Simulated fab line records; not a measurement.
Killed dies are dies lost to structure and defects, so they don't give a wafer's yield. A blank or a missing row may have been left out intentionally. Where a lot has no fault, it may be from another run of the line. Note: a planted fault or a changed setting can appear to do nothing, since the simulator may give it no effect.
Chamber matching || flow n5_finfet || 4 sister chambers for N5_DUMMY_GATE_ETCH_23 on rie_si-01
The step etches poly-Si in HBr/Cl2/O2, target depth 41 nm, time 22.3 s. 4 wafers are shown with their chamber, then 8 later ones without.

EACH WAFER AND ITS CHAMBER
{"wafer": "L077.2", "chamber": 2, "drypump_motor_current_A (A)": 5.5}
{"wafer": "L087.3", "chamber": 3, "drypump_motor_current_A (A)": 5.7}
{"wafer": "L087.6", "chamber": 1, "drypump_motor_current_A (A)": 5.2}
{"wafer": "L092.1", "chamber": 0, "drypump_motor_current_A (A)": 6.8}

WAFERS WITHOUT THEIR CHAMBER
{"wafer": "L092.3", "drypump_motor_current_A (A)": 5.5}
{"wafer": "L092.6", "drypump_motor_current_A (A)": 5.2}
{"wafer": "L093.2", "drypump_motor_current_A (A)": 5.2}
{"wafer": "L093.4", "drypump_motor_current_A (A)": 5.5}
{"wafer": "L093.6", "drypump_motor_current_A (A)": 5.5}
{"wafer": "L096.1", "drypump_motor_current_A (A)": 5.7}
{"wafer": "L096.2", "drypump_motor_current_A (A)": 6.7}
{"wafer": "L096.6", "drypump_motor_current_A (A)": 6.7}

THE CHAMBER EACH PASSED THROUGH
{"wafer": "L092.3", "from the rows above": 2, "in truth": 2}
{"wafer": "L092.6", "from the rows above": 1, "in truth": 1}
{"wafer": "L093.2", "from the rows above": 1, "in truth": 1}
{"wafer": "L093.4", "from the rows above": 2, "in truth": 2}
{"wafer": "L093.6", "from the rows above": 2, "in truth": 2}
{"wafer": "L096.1", "from the rows above": 3, "in truth": 3}
{"wafer": "L096.2", "from the rows above": 0, "in truth": 0}
{"wafer": "L096.6", "from the rows above": 0, "in truth": 0}
Correctly placed: 8 of 8. Not placeable from these rows: 0. Number placed wrongly: 0.
How it was worked out, from the rows above alone: a wafer's distance from a chamber is the root of the sum, over the readings, of the square of ((its reading less the chamber's mean) divided by the reading's scatter). If the next closest chamber is less than 2 further off than the closest, the wafer can't be placed; otherwise it belongs to the closest. Each chamber's mean is taken over the wafers shown for it. The scatter: root of mean squared gap, hidden wafer to nearest shown wafer, with one shown wafer a chamber.
